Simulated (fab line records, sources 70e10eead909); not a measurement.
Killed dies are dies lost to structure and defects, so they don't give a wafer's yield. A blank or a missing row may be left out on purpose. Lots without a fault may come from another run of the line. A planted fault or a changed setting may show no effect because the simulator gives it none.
Which tool did it? | flow nand_harc | 14 lots, 42 wafers sampled, at 6 steps of a route of 1159

WHAT THE GAUGES READ, wafer by wafer
NHARC_A_SOURCE_PLATE_THK_MEAS_06: measures by ellipsometry.
lot  | measured     | on            | thk_nm (nm)
L935 | day 7 23:53  | film_metro-02 | 199.0 202.6 200.0
L936 | day 8 06:09  | film_metro-01 | 197.2 197.2 196.1
L939 | day 8 06:10  | film_metro-02 | 198.6 199.0 199.8
L938 | day 8 09:25  | film_metro-02 | 194.8 195.0 198.3
L937 | day 8 14:41  | film_metro-01 | 197.4 196.1 195.9
L940 | day 9 07:18  | film_metro-02 | 202.1 203.9 202.5
L943 | day 10 01:43 | film_metro-02 | 197.1 201.1 200.7
L946 | day 10 18:22 | film_metro-02 | 193.7 195.6 198.1
L949 | day 11 14:14 | film_metro-02 | 197.0 198.0 196.5
L951 | day 12 00:01 | film_metro-01 | 199.5 199.9 196.4
L954 | day 12 15:50 | film_metro-01 | 202.0 200.1 200.5
L953 | day 12 15:50 | film_metro-02 | 197.1 195.1 198.5
L955 | day 12 21:10 | film_metro-01 | 199.4 199.4 199.8
L956 | day 13 08:07 | film_metro-01 | 197.5 198.9 197.4

NHARC_A_ONON_D1_THK_MEAS_14: measures by ellipsometry.
lot  | measured     | on            | thk_nm (nm)
L935 | day 8 02:49  | film_metro-01 | 1000 1002 1001
L936 | day 8 09:05  | film_metro-02 | 1015 1017 1017
L939 | day 8 09:05  | film_metro-01 | 999 999 997
L938 | day 8 12:21  | film_metro-01 | 1009 1009 1008
L937 | day 8 17:38  | film_metro-02 | 998 996 996
L940 | day 9 10:12  | film_metro-01 | 997 998 999
L943 | day 10 04:39 | film_metro-02 | 1003 1002 1002
L946 | day 10 21:19 | film_metro-02 | 995 996 997
L949 | day 11 17:09 | film_metro-02 | 992 993 990
L951 | day 12 02:56 | film_metro-01 | 1356 1001 1355
L954 | day 12 18:48 | film_metro-01 | 996 995 997
L953 | day 12 18:44 | film_metro-01 | 1362 1008 1359
L955 | day 13 00:04 | film_metro-02 | 998 997 996
L956 | day 13 11:05 | film_metro-01 | 982 983 982

NHARC_A_ONON_D1_THK_MEAS_34: measures by ellipsometry.
lot  | measured     | on            | thk_nm (nm)
L935 | day 8 12:40  | film_metro-02 | 196.3 198.7 202.1
L936 | day 8 18:59  | film_metro-02 | 199.3 197.8 202.5
L939 | day 8 19:02  | film_metro-01 | 198.2 202.5 203.9
L938 | day 8 22:27  | film_metro-02 | 195.2 198.6 200.2
L937 | day 9 03:34  | film_metro-01 | 195.6 198.8 198.3
L940 | day 9 22:00  | film_metro-02 | 195.4 200.1 200.3
L943 | day 10 15:28 | film_metro-02 | 198.3 201.1 203.1
L946 | day 11 07:39 | film_metro-01 | 196.7 200.1 201.3
L949 | day 12 03:17 | film_metro-02 | 197.9 198.0 202.6
L951 | day 12 13:53 | film_metro-02 | 195.3 195.1 198.4
L954 | day 13 04:32 | film_metro-01 | 201.9 196.4 197.7
L953 | day 13 04:32 | film_metro-01 | 197.9 197.6 200.8
L955 | day 13 10:12 | film_metro-02 | 198.6 201.0 205.8
L956 | day 13 23:03 | film_metro-02 | 200.3 198.7 200.8

NHARC_A_ONON_D1_INSPECT_32.
lot  | measured     | on                | raw_defect_count
L935 | day 8 12:46  | defect_inspect-01 | 51 62 92
L936 | day 8 19:03  | defect_inspect-02 | 68 60 35
L939 | day 8 19:07  | defect_inspect-01 | 78 78 104
L938 | day 8 22:32  | defect_inspect-01 | 64 57 51
L937 | day 9 03:38  | defect_inspect-01 | 71 120 57
L940 | day 9 22:04  | defect_inspect-01 | 24 56 59
L943 | day 10 15:34 | defect_inspect-02 | 158 86 169
L946 | day 11 07:44 | defect_inspect-01 | 43 63 37
L949 | day 12 03:22 | defect_inspect-01 | 63 69 69
L951 | day 12 13:57 | defect_inspect-02 | 60 53 65
L954 | day 13 04:37 | defect_inspect-01 | 64 94 33
L953 | day 13 04:35 | defect_inspect-02 | 67 134 96
L955 | day 13 10:17 | defect_inspect-02 | 76 50 53
L956 | day 13 23:07 | defect_inspect-01 | 60 62 143

NHARC_END_SORT_01.
lot  | measured     | on        | killed_at_array | killed_at_other | killed_at_periphery | killed_dies | killed_open | killed_short
L936 | day 19 16:44 | prober-02 | 26 28 29        | 0 1 0           | 8 2 5               | 34 31 34    | 2 3 3       | 3 3 4
L939 | day 20 01:14 | prober-02 | 27 24 17        | 0 0 0           | 2 3 3               | 29 27 20    | 5 6 2       | 0 3 2
L937 | day 20 09:02 | prober-02 | 9 13 13         | 0 0 1           | 4 4 3               | 13 17 17    | 5 5 5       | 1 0 3
L940 | day 21 04:14 | prober-01 | 14 13           | 2 0             | 4 6                 | 20 19       | 2 4         | 1 2
L943 | day 21 17:19 | prober-01 | 21 18 13        | 0 2 0           | 4 2 3               | 25 22 16    | 3 4 2       | 3 3 0
L946 | day 22 00:01 | prober-02 | 18 11 9         | 0 1 0           | 5 5 8               | 23 17 17    | 3 2 1       | 2 1 2
L955 | day 25 02:13 | prober-02 | 34 36 38        | 1 1 1           | 3 5 4               | 38 42 43    | 5 3 0       | 2 1 3

WHICH TOOL RAN EACH LOT (tool, then ch and the chambers of the sampled wafers, then the start)
lot  | NHARC_A_ONON_D1_DEP_12
L935 | pecvd_onon-02 ch 0, day 8 02:17
L936 | pecvd_onon-02 ch 0, day 8 08:34
L939 | pecvd_onon-04 ch 0, day 8 08:38
L938 | pecvd_onon-04 ch 0, day 8 11:51
L937 | pecvd_onon-02 ch 0, day 8 17:11
L940 | pecvd_onon-02 ch 0, day 9 09:45
L943 | pecvd_onon-01 ch 0, day 10 04:16
L946 | pecvd_onon-02 ch 0, day 10 20:49
L949 | pecvd_onon-04 ch 0, day 11 16:38
L951 | pecvd_onon-02 ch 0, day 12 02:29
L954 | pecvd_onon-01 ch 0, day 12 18:17
L953 | pecvd_onon-02 ch 0, day 12 18:17
L955 | pecvd_onon-01 ch 0, day 12 23:37
L956 | pecvd_onon-04 ch 0, day 13 10:34
- NHARC_A_ONON_D1_DEP_12: target thk 1000 nm.

WHAT THE TOOLS THEMSELVES READ (means of the sampled wafers that have a number; where no wafer has one, the mark that the record gives instead)
NHARC_A_ONON_D1_DEP_12.
lot  | tool          | n2_flow_sccm (sccm) | nh3_flow_sccm (sccm)
L935 | pecvd_onon-02 | 2758                | 499.8
L936 | pecvd_onon-02 | 2743                | 500.6
L939 | pecvd_onon-04 | 2759                | 499.9
L938 | pecvd_onon-04 | 2748                | 499.2
L937 | pecvd_onon-02 | 2766                | 500.8
L940 | pecvd_onon-02 | 2747                | 500.2
L943 | pecvd_onon-01 | 2742                | 499.4
L946 | pecvd_onon-02 | 2745                | 500.8
L949 | pecvd_onon-04 | 2755                | 501.1
L951 | pecvd_onon-02 | 2743                | 500.0
L954 | pecvd_onon-01 | 2744                | 502.5
L953 | pecvd_onon-02 | 2745                | 501.8
L955 | pecvd_onon-01 | 2757                | 499.8
L956 | pecvd_onon-04 | 2752                | 501.3

THE ANSWER, worked out from the rows above alone
Rule: what is usual is taken from the lots themselves. Put in order of their means at a reading, lots are off if they are a third of the lots or fewer, leave a main group of 4 or more, and stand apart from it by a gap of 3 or more times the standard deviation of the main group's means; of several such gaps the widest counts. A main group whose means are all the same, to the digits that the tables above print for the reading, isn't used. A lot without any number at a reading at which 4 lots or more have one is off too. The other lots that the step has rows for count as sound. The gauges are gone through in route order, then the tools' own readings, and for those a lot's mean is taken as printed above. The first step at which some lot is off is used, and at that step the reading that is off furthest; a lot without a number counts as furthest.
Off: L951, L953, at NHARC_A_ONON_D1_THK_MEAS_14 (thk_nm). The main group: mean 999 nm, standard deviation 8.
A tool fits if, at a process step before that reading, it ran every lot that is off, and no sound lot after the first of them. The gauges at NHARC_A_ONON_D1_THK_MEAS_14 are tried like those tools. One fits: pecvd_onon-02 at NHARC_A_ONON_D1_DEP_12. Its last sound lot is L946 (day 10 20:49), its first lot that is off L951 (day 12 02:29): a fault that began between those two fits.

WHAT THE SIMULATOR HAD PUT IN
Process parameter drift: pecvd_onon-02, from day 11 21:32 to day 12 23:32, at NHARC_A_ONON_D1_DEP_12. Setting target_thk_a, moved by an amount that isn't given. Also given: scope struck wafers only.
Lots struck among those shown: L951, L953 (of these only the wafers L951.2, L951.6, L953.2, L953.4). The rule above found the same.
